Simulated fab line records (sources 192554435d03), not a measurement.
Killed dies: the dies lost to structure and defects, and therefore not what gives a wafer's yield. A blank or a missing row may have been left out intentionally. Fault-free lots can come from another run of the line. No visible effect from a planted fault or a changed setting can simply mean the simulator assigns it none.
Matching of chambers	flow n5Finfet	N5_GATE_CUT_ALD_22 on aldSin-03: 4 sister chambers
The step deposits SiNx, target thk 16 nm, pulse time 1 s, ald cycles 320. 16 wafers are shown with their chamber, then 8 later ones without.

## WAFERS WITH THEIR CHAMBER
wafer	chamber	heaterPowerW (W)	susceptorTempC (C)	precursorPulseHeightRel
L074.1	3	880	400.22	0.997
L074.4	1	824	399.61	0.994
L074.6	3	870	399.95	1.014
L075.2	0	824	400.25	1.021
L075.4	1	837	399.74	1.009
L075.5	2	749	400.02	1.005
L078.1	3	874	399.86	0.999
L078.2	2	766	400.18	0.997
L078.4	1	847	400.17	1.010
L080.2	3	878	399.91	0.976
L080.3	2	758	400.21	0.993
L080.4	0	836	400.17	1.018
L082.3	3	911	399.93	0.986
L082.4	1	805	399.89	0.984
L082.6	3	885	399.87	1.026
L086.1	3	875	400.10	1.021

SIGNATURES, as means of the wafers listed above
reading	chamber 0	chamber 1	chamber 2	chamber 3	scatter within a chamber
heaterPowerW	830.00	828.25	757.67	881.86	13.9
susceptorTempC	400.2100	399.8525	400.1367	399.9771	0.159
precursorPulseHeightRel	1.01950	0.99925	0.99833	1.00271	0.0147
Rule: distance of a wafer from a chamber = root of the sum over the readings of ((wafer's reading minus chamber's mean) / reading's scatter) squared. The wafer belongs to the nearest chamber; if the next one is less than 2 further off, it can't be placed. The scatter: the root of (the sum of the squares of (reading less its chamber's mean) over the shown wafers, divided by (wafers less chambers)).

## WAFERS WITH NO CHAMBER GIVEN
wafer	heaterPowerW (W)	susceptorTempC (C)	precursorPulseHeightRel
L086.2	838	399.99	0.983
L086.3	749	400.09	1.010
L087.1	838	399.92	1.010
L087.2	870	400.26	0.982
L087.5	745	400.23	0.988
L095.1	740	400.49	0.988
L095.3	858	399.76	0.985
L095.6	829	400.07	0.987

## WHICH CHAMBER EACH ONE RAN IN
wafer	from the rows above	in truth
L086.2	can't be placed: 1 or 0 or 3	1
L086.3	2	2
L087.1	can't be placed: 1 or 0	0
L087.2	can't be placed: 3 or 0 or 1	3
L087.5	2	2
L095.1	2	2
L095.3	can't be placed: 1 or 3 or 0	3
L095.6	can't be placed: 1 or 0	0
Correct placement for 3 of the 8. These rows do not allow placing 5 (true chamber among the candidates in 5). 0 placed wrongly.
